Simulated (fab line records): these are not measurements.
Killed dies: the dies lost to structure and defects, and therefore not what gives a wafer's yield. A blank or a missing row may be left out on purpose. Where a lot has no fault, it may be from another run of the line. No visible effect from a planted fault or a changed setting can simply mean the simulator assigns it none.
Which tool is to blame? ; flow n5Finfet ; Sampling: 12 lots, 34 wafers, 5 of 1938 route steps

== WHAT THE GAUGES READ, wafer by wafer ==
The record lacks any reading of a measuring or inspecting step that a usual standard deviation could be used to judge.

== WHAT TOOL EACH LOT RAN ON (gives the tool, then ch and the chambers of the sampled wafers, and finally the start) ==
lot;N5_BEOL_M5_ETCH_41;N5_BEOL_M5_CVD_47;N5_BEOL_M5_ANNEAL_82;N5_BEOL_M5_SPUTTER_90;N5_PASSIVATION_PROBE_49
L457;rieDiel-05 ch 0,1,3, day 8 03:10 or earlier;cvdCo-01 ch 0,1,2, day 8 03:10;pvdSputter-03, day 8 04:38;pvdSputter-03, day 8 07:49;-
L459;rieDiel-06 ch 0,1, day 8 18:32 or earlier;cvdCo-02 ch 1,2, day 8 18:32;pvdSputter-03, day 8 19:55;pvdSputter-03, day 8 23:06;-
L460;rieDiel-03 ch 0,1,2, day 8 19:00 or earlier;cvdCo-02 ch 0,1,2, day 8 19:00;pvdSputter-02, day 8 20:37;pvdSputter-02, day 8 23:47;-
L461;rieDiel-05 ch 1,2, day 9 01:35 or earlier;cvdCo-02 ch 0,1,2, day 9 01:35;pvdSputter-01, day 9 03:10;pvdSputter-01, day 9 06:20;-
L463;rieDiel-03 ch 0,2,3, day 9 10:08 or earlier;cvdCo-02 ch 0,1, day 9 10:08;pvdSputter-02, day 9 11:58;pvdSputter-02, day 9 15:08;-
L466;rieDiel-03 ch 1,3, day 10 08:52 or earlier;cvdCo-01 ch 0,1, day 10 08:52;pvdSputter-02, day 10 10:17;pvdSputter-02, day 10 13:28;-
L467;rieDiel-03 ch 0,1, day 10 14:32 or earlier;cvdCo-02 ch 0,1, day 10 14:32;pvdSputter-02, day 10 15:58;pvdSputter-02, day 10 19:08;-
L469;rieDiel-05 ch 0,3, day 10 18:01 or earlier;cvdCo-02 ch 0,2, day 10 18:01;pvdSputter-01, day 10 19:20;pvdSputter-01, day 10 22:31;prober-02, day 14 14:33
L468;rieDiel-06 ch 0,1,2, day 11 11:34 or earlier;cvdCo-01 ch 0,1,2, day 11 11:34;pvdSputter-01, day 11 12:53;pvdSputter-01, day 11 16:04;-
L470;rieDiel-03 ch 0,1,3, day 11 12:13 or earlier;cvdCo-02 ch 0,1,2, day 11 12:13;pvdSputter-02, day 11 13:35;pvdSputter-02, day 11 16:46;-
L471;rieDiel-06 ch 2,3, day 11 14:38 or earlier;cvdCo-02 ch 2, day 11 14:38;pvdSputter-03, day 11 16:14;pvdSputter-03, day 11 19:25;-
L473;rieDiel-05 ch 0,1,3, day 12 08:28 or earlier;cvdCo-02 ch 0,1,2, day 12 08:28;pvdSputter-01, day 12 10:10;pvdSputter-01, day 12 13:21;-
- N5_BEOL_M5_ETCH_41: etches SiCN in CH3F/O2, target depth 31.5 nm, time 56.7 s.
- N5_BEOL_M5_CVD_47: deposits Co from CCTBA/H2, target thk 3 nm, time 216 s.
- N5_BEOL_M5_ANNEAL_82: time 1800 s.
- N5_BEOL_M5_SPUTTER_90: material Cu, target thk 4.5 nm, time 8.29 s.
- N5_PASSIVATION_PROBE_49

== AS READ BY THE TOOLS THEMSELVES (means over the sampled wafers that have a number; for cases with no such wafer, the mark the record gives instead) ==
N5_BEOL_M5_ETCH_41. Usual: drypumpMotorCurrentA 5.76 A, standard deviation 0.28; oesProductAu 0.76 a.u., standard deviation 0.073; rfFwdPowerW 391.3 W, standard deviation 1.5; rfVppV 297.4 V, standard deviation 1.7; showerheadPlenumPTorr 2.00 Torr, standard deviation 0.072; throttleValvePct 16.38 %, standard deviation 0.19.
lot;tool;drypumpMotorCurrentA (A);oesProductAu (a.u.);rfFwdPowerW (W);rfVppV (V);showerheadPlenumPTorr (Torr);throttleValvePct (%);flag
L457;rieDiel-05;5.89;0.81;391.6;297.5;2.01;16.27;
L459;rieDiel-06;5.87;0.73;390.5;298.7;2.05;16.45;
L460;rieDiel-03;5.72;0.79;393.0;297.3;2.01;16.37;
L461;rieDiel-05;5.66;0.78;389.7;297.7;2.00;16.05;
L463;rieDiel-03;5.37;0.78;392.5;297.9;2.04;16.36;
L466;rieDiel-03;5.57;0.73;392.2;296.0;1.97;16.49;
L467;rieDiel-03;5.95;0.70;392.5;295.5;1.92;16.51;
L469;rieDiel-05;6.00;0.81;392.7;297.4;2.02;16.48;
L468;rieDiel-06;5.74;0.70;389.0;296.9;2.01;16.45;
L470;rieDiel-03;5.62;0.71;392.4;296.1;1.96;16.51;
L471;rieDiel-06;5.65;0.77;391.6;296.3;1.99;16.38;
L473;rieDiel-05;5.90;0.77;391.5;297.6;2.00;16.34;

N5_BEOL_M5_CVD_47. Usual: runLengthS reads 239.2 s (standard deviation 0.61).
lot;tool;runLengthS (s);flag
L457;cvdCo-01;239.3;
L459;cvdCo-02;239.1;
L460;cvdCo-02;238.8;
L461;cvdCo-02;239.2;
L463;cvdCo-02;238.9;
L466;cvdCo-01;239.6;
L467;cvdCo-02;238.6;
L469;cvdCo-02;238.8;
L468;cvdCo-01;239.2;
L470;cvdCo-02;239.1;
L471;cvdCo-02;234.1;OFF
L473;cvdCo-02;237.3;OFF

N5_BEOL_M5_ANNEAL_82. Usual: heaterPowerW 815 W, standard deviation 78; susceptor_temp_C_max 401.0, standard deviation 0.38.
lot;tool;heaterPowerW (W);susceptor_temp_C_max;flag
L457;pvdSputter-03;811;400.8;
L459;pvdSputter-03;792;400.5;
L460;pvdSputter-02;803;401.0;
L461;pvdSputter-01;861;400.9;
L463;pvdSputter-02;834;401.2;
L466;pvdSputter-02;838;401.3;
L467;pvdSputter-02;828;400.9;
L469;pvdSputter-01;819;400.9;
L468;pvdSputter-01;865;401.2;
L470;pvdSputter-02;830;401.5;
L471;pvdSputter-03;769;400.5;
L473;pvdSputter-01;819;401.0;

N5_BEOL_M5_SPUTTER_90. Usual: substrateTempC -19.99 C, standard deviation 0.11; throttleValvePct 29.8 %, standard deviation 0.99.
lot;tool;substrateTempC (C);throttleValvePct (%);flag
L457;pvdSputter-03;-19.94;29.9;
L459;pvdSputter-03;-19.80;30.1;
L460;pvdSputter-02;-19.99;28.9;
L461;pvdSputter-01;-20.07;30.8;
L463;pvdSputter-02;-20.00;30.0;
L466;pvdSputter-02;-20.08;30.1;
L467;pvdSputter-02;-19.89;29.2;
L469;pvdSputter-01;-20.05;30.8;
L468;pvdSputter-01;-20.06;30.4;
L470;pvdSputter-02;-19.98;30.0;
L471;pvdSputter-03;-20.02;30.4;
L473;pvdSputter-01;-19.99;29.9;

N5_PASSIVATION_PROBE_49. Usual: defectLimitedYield 91.1 %, standard deviation 1.4; killed_at_M0_to_M3 33, standard deviation 9.1; killed_at_M4_up 14, standard deviation 5.6; killedAtContacts 13, standard deviation 5.7; killedAtFrontEnd 42, standard deviation 12; killedAtOther 4, standard deviation 3; killedDies 105, standard deviation 16; killedOpen 69, standard deviation 11; killedShort 34, standard deviation 7.5; sort_bin_4_leakage 0.00 %, standard deviation 0.0072; sort_bin_5_function 5.2 %, standard deviation 0.91; sort_bin_6_memory 3.3 %, standard deviation 0.64; sort_bin_8_speed 0.0 %, standard deviation 0.37; sortNPass 1075, standard deviation 16; sortYieldPct 91.1 %, standard deviation 1.4.
lot;tool;defectLimitedYield (%);killed_at_M0_to_M3;killed_at_M4_up;killedAtContacts;killedAtFrontEnd;killedAtOther;killedDies;killedOpen;killedShort;sort_bin_4_leakage (%);sort_bin_5_function (%);sort_bin_6_memory (%);sort_bin_8_speed (%);sortNPass;sortYieldPct (%);flag
L469;prober-02;92.0;23;20;13;34;4;95;68;26;0.00;4.8;3.0;0.0;1085;92.0;

== THE ANSWER, worked out from the rows above alone ==
Rule: a lot counts as off when the mean over its wafers that have a number is more than 3 standard deviations away from the usual mean. Also off: a lot with no number at a reading for which 4 or more lots have one. All remaining lots with rows at the step are treated as sound. First the gauges in route order, then the tools' own readings, where a lot's mean is used as printed above. The first step at which some lot is off is used, and at that step the reading that is off furthest; a lot without a number counts as furthest.
Off, at N5_BEOL_M5_CVD_47 on runLengthS: L471, L473.
If a tool, at that step or one of the process steps before it, ran each lot that is off and ran no sound lot following the first of them, it fits. N5_BEOL_M5_ETCH_41: start missing for some lots; hours and lot order therefore follow N5_BEOL_M5_CVD_47. One fits: N5_BEOL_M5_CVD_47 on cvdCo-02. Its last sound lot is L470 (day 11 12:13), its first lot that is off L471 (day 11 14:38): a fault that began between those two fits.
On the lots that are off, the tool's own readings at N5_BEOL_M5_CVD_47 differ by more than 5 times the standard deviation of the sound lots' means, which bears it out; runLengthS reads 235.7 s there versus 239.1 s on the sound lots.

== WHAT HAD BEEN PUT IN BY THE SIMULATOR ==
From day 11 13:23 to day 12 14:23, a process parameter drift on cvdCo-02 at N5_BEOL_M5_CVD_47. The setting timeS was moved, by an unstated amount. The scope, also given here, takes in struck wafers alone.
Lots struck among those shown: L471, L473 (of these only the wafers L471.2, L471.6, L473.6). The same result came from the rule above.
